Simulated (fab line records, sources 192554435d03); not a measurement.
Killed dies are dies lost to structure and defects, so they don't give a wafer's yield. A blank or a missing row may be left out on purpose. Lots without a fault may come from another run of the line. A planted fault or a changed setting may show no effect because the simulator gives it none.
A struck lot beside a sound one | flow n5_finfet | 38 steps out of a route of 1938
Sound: wafers L936.2, L936.4, L936.5. Struck: wafers L940.3, L940.4, L940.6. The cause comes at the end.
At each step with rows: each side's tool, then ch and its chambers, then its first start. Under that, the readings that differ: sound wafers | struck wafers | difference of the means | sigmas: that difference in standard deviations of wafers without a fault.
alike: readings whose means differ by less than 2 such deviations, and words and numbers that are the same on both sides. not compared: withheld readings, readings that some wafer has no value for, bounds like >300 that may hide the same value, and numbers for which the record gives no deviation and whose values overlap.
The two part at a step that has a row with sigmas, a row that says differs or no value, or rows on one side only. Numbers that don't overlap but have no deviation are shown without sigmas and don't part them. A reading that every wafer of one side lacks parts them only if that side has two wafers or more.

first, 12 steps without rows for these wafers: N5_BEOL_M3_SPUTTER_86 (material Cu, target thk 4.5 nm, time 8.29 s); N5_BEOL_M3_ANNEAL_87 (time 240 s); N5_BEOL_M3_SPUTTER_88 (material Cu, target thk 4.5 nm, time 8.29 s); N5_BEOL_M3_ANNEAL_89 (time 240 s); N5_BEOL_M3_SPUTTER_90 (material Cu, target thk 4.5 nm, time 8.29 s); N5_BEOL_M3_ANNEAL_91 (time 240 s); N5_BEOL_M3_SPUTTER_92 (material Cu, target thk 4.5 nm, time 8.29 s); N5_BEOL_M3_ANNEAL_93 (time 240 s); N5_BEOL_M3_SPUTTER_94 (material Cu, target thk 4.5 nm, time 8.29 s); N5_BEOL_M3_ANNEAL_95 (time 240 s); N5_BEOL_M3_SPUTTER_96 (material Cu, target thk 4.5 nm, time 8.29 s); N5_BEOL_M3_ECD_50 (material Cu, target thk 300 nm).
N5_BEOL_M3_ANNEAL_51: time 90 s.
  sound on rtp_anneal-01 ch 0, day 10 02:20; struck on rtp_anneal-01, day 12 02:05
  no value came back on the struck wafers for anneal_temp_c (C), anneal_temp_c_max, wafer_temp_C_max; on the sound wafers anneal_temp_c (C) reads 224.80 224.78 224.65
N5_BEOL_M3_CMP_52: polishes, stops on SiOC, t overpolish 6.8 s, target thk 40 nm.
  sound on cmp-02 ch 1,3, day 10 02:37; struck on cmp-04 ch 0,1, day 12 02:21
  reading                      | sound          | struck         | difference | sigmas
  barrier_field_endpoint_s (s) | 25.4 25.9 25.8 | 29.3 28.7 29.8 | +3.6       | +6
  time_to_endpoint_s (s)       | 64 67 67       | 80 80 80       | +14        | +5
  alike: motor_current_A, overpolish_run_s
then, 4 steps without rows for these wafers: N5_BEOL_M3_PRE_CLEAN_60 (time 15 s); N5_BEOL_M3_CO_CAP_55 (material Co, precursor CCTBA/H2, target thk 2 nm, time 102.1 s); N5_BEOL_M3_PRE_CLEAN_56 (time 15 s); N5_BEOL_M3_DEP_57 (deposits SiCN from 3MS/NH3, target thk 8 nm, time 14 s).
N5_BEOL_M3_RS_MEAS_58: measures by four-point-probe.
  sound on film_metro-02, day 10 03:10; struck on film_metro-02, day 12 02:52
  reading        | sound          | struck         | difference | sigmas
  M3_RS (ohm/sq) | 0.75 0.70 0.72 | 0.87 0.81 0.80 | +0.10      | +3
then, 17 steps without rows for these wafers: N5_BEOL_M4_ILD_DEP_00 (deposits SiOC from DEMS/O2, target thk 79 nm, time 15.3 s); N5_BEOL_M4_PECVD_72 (deposits SiO2 from TEOS/O2, target thk 16 nm, time 18 s); N5_BEOL_M4_HM_DEP_02 (deposits TiN, target thk 20 nm); N5_BEOL_M4_COAT_61 (time 60 s, resist thk 60 nm); N5_BEOL_M4_COAT_62 (time 60 s, resist thk 12 nm); N5_BEOL_M4_COAT_73 (time 60 s, resist thk 5 nm); N5_BEOL_M4_COAT_05 (resist thk 30 nm); N5_BEOL_M4_EBR_07; N5_BEOL_M4_SOFTBAKE_06 (time 60 s); N5_BEOL_M4_EXPOSE_08 (exposes mask M4); N5_BEOL_M4_PEB_09 (peb time 60 s); N5_BEOL_M4_DEVELOP_10 (develop time 30 s); N5_BEOL_M4_DESCUM_16 (chemistry O2, time 7 s); N5_BEOL_M4_ETCH_74 (etches underlayer in N2/H2, target depth 6.5 nm, time 5.2 s); N5_BEOL_M4_ETCH_63 (etches SiARC in CF4, target depth 15.6 nm, time 26 s); N5_BEOL_M4_ETCH_64 (etches SOC in N2/H2, target depth 75 nm, overetch 22.5 nm, time 121.9 s); N5_BEOL_M4_STRIP_65 (strips in N2/H2).
N5_BEOL_M4_RC_MEAS_101:
  sound on prober-01 ch 0, day 10 23:35; struck on prober-01 ch 0, day 12 16:32
  reading        | sound          | struck         | difference | sigmas
  DIBL_P (mV/V)  | 34.0 31.6 33.1 | 41.4 36.4 35.6 | +4.9       | +2
  IOFF_N (nA/um) | 0.12 0.09 0.09 | 0.23 0.15 0.14 | +0.07      | +2
  SS_P (mV/dec)  | 72.2 72.3 72.4 | 74.9 73.4 73.1 | +1.5       | +2
  VT_N (mV)      | 255 260 262    | 245 252 252    | -9         | -3
  alike: DIBL_N, IOFF_P, ION_N, ION_P, SS_N, VT_P
  not compared: COMB_M3_max_site
-- the record jumps here: 4 days lie between the struck wafers' starts before and after (it left off in module BEOL_M4 and takes up again in module PASSIVATION, whose first step shown is number 1936 of the route) --
N5_PASSIVATION_PROBE_49:
  sound on prober-01, day 15 09:08; struck on prober-01, day 17 03:10
  reading                  | sound          | struck         | difference | sigmas
  defect_limited_yield (%) | 88.6 85.9 90.8 | 43.5 90.2 70.5 | -20.4      | -15
  killed_at_M0_to_M3       | 33 33 27       | 597 34 277     | +272       | +29
  killed_at_contacts       | 30 44 18       | 8 5 7          | -24        | -4
  killed_dies              | 134 166 109    | 667 116 348    | +241       | +14
  sort_bin_8_speed (%)     | 0 0 0.42       | 0 0 0          | +0         | -4
  sort_n_pass              | 1046 1014 1066 | 513 1064 832   | -239       | -14
  sort_yield_pct (%)       | 88.6 85.9 90.3 | 43.5 90.2 70.5 | -20.2      | -14
  alike: killed_at_M4_up, killed_at_front_end, killed_at_other, killed_on_rim, killed_open, killed_short, sort_bin_4_leakage, sort_bin_5_function, sort_bin_6_memory

WHERE THEY PART
First at N5_BEOL_M3_ANNEAL_51; last, within this record, at N5_PASSIVATION_PROBE_49.

WHY: what the simulator had put in
Skipped step whole: rtp_anneal-01, from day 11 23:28 on, at N5_BEOL_M3_ANNEAL_51. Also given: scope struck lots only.
